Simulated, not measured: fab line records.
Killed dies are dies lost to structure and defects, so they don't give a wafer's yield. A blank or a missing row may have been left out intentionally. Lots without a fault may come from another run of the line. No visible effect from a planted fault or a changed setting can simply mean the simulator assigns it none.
A lot that was struck, set against a sound lot + flow nand harc + 13 steps out of a route of 1302
Sound: the wafers L157.1, L157.3, L157.4. Struck: wafer L151.3 (left out: L151.2, a lot-mate that was not struck); the cause follows at the end.
Order at every step that has rows: each side's tool, ch and its chambers, its first start. Under that, the readings that differ: sound wafers + struck wafers + difference of the means + sigmas: that difference in standard deviations of wafers without a fault.
alike: readings whose means differ by less than 2 such deviations, and words and numbers that are the same on both sides. not compared: withheld readings, readings that some wafer has no value for, bounds like >300 that may hide the same value, and numbers for which the record gives no deviation and whose values overlap.
A row with sigmas, a row that says differs or no value, or rows on one side alone: a step with any of these is where the two part. Non-overlapping numbers with no deviation appear without sigmas and do not part them. Lack of a reading on every wafer of one side parts them only where that side has two or more wafers.

first, 6 steps without rows for these wafers: NHARC_A_STAIRCASE_EBR_180; NHARC_A_STAIRCASE_EXPOSE_181 (exposes mask STAIR 2); NHARC_A_STAIRCASE_PEB_182 (peb time 130 s); NHARC_A_STAIRCASE_DEVELOP_183 (time 140 s); NHARC_A_STAIRCASE_HARDBAKE_185 (time 140 s); NHARC_A_STAIRCASE_DESCUM_186 (chemistry O2, time 3 s).
NHARC_A_STAIRCASE_TRIM_187: chemistry O2, time 211.2 s.
  sound on rie diel-01 ch 0,1,3, day 23 01:38; struck on rie diel-08 ch 2, day 20 19:49
| reading                | sound    | struck | difference | sigmas |
|------------------------|----------|--------|------------|--------|
| rf hours counter h (h) | 44 45 43 | 35     | -9         |        |
  alike: drypump motor current A, oes product au, rf vpp V, showerhead plenum p Torr, throttle valve pct
NHARC_A_STAIRCASE_ETCH_188: etches the open film in C4F8/O2, target depth 100 nm, time 40.5 s.
  sound on rie diel-01 ch 0,1,2; struck on rie diel-08 ch 2
| reading                | sound             | struck | difference | sigmas |
|------------------------|-------------------|--------|------------|--------|
| oes product au (a.u.)  | 0.952 0.944 0.977 | 0.918  | -0.040     | -3     |
| rf hours counter h (h) | 45 44 45          | 35     | -10        |        |
  alike: rf vpp V
NHARC_A_STAIRCASE_TRIM_189: chemistry O2, time 211.2 s.
  sound on rie diel-01 ch 0,1,2; struck on rie diel-08 ch 0
| reading                | sound    | struck | difference | sigmas |
|------------------------|----------|--------|------------|--------|
| rf hours counter h (h) | 44 45 45 | 35     | -10        |        |
  alike: drypump motor current A, oes product au, rf vpp V, showerhead plenum p Torr, throttle valve pct
then, 1 step without rows for these wafers: NHARC_A_STAIRCASE_ETCH_190 (etches the open film in C4F8/O2, target depth 100 nm, time 40.5 s).
NHARC_A_STAIRCASE_TRIM_191: chemistry O2, time 211.2 s.
  sound on rie diel-01 ch 0,1,3; struck on rie diel-08 ch 2
| reading                | sound    | struck | difference | sigmas |
|------------------------|----------|--------|------------|--------|
| rf hours counter h (h) | 44 43 45 | 35     | -9         |        |
  alike: drypump motor current A, oes product au, rf vpp V, showerhead plenum p Torr, throttle valve pct
NHARC_A_STAIRCASE_ETCH_192: etches the open film in C4F8/O2, target depth 100 nm, time 40.5 s.
  sound on rie diel-01 ch 0,1,3, day 23 02:14; struck on rie diel-08 ch 1, day 20 20:26
| reading                | sound             | struck | difference | sigmas |
|------------------------|-------------------|--------|------------|--------|
| oes product au (a.u.)  | 0.965 0.941 0.944 | 0.762  | -0.188     | -16    |
| rf hours counter h (h) | 45 43 44          | 36     | -8         |        |
  alike: rf vpp V
NHARC_A_STAIRCASE_TRIM_193: chemistry O2, time 211.2 s.
  sound on rie diel-01 ch 0,1,2; struck on rie diel-08 ch 3
| reading                | sound    | struck | difference | sigmas |
|------------------------|----------|--------|------------|--------|
| rf hours counter h (h) | 45 45 44 | 34     | -11        |        |
  alike: drypump motor current A, oes product au, rf vpp V, showerhead plenum p Torr, throttle valve pct

## WHERE THEY PART
At NHARC_A_STAIRCASE_ETCH_188 first; at NHARC_A_STAIRCASE_ETCH_192 last (within this record only). Later steps at which nothing parts them and some readings are alike: NHARC_A_STAIRCASE_TRIM_193.

WHY: what had been put in by the simulator
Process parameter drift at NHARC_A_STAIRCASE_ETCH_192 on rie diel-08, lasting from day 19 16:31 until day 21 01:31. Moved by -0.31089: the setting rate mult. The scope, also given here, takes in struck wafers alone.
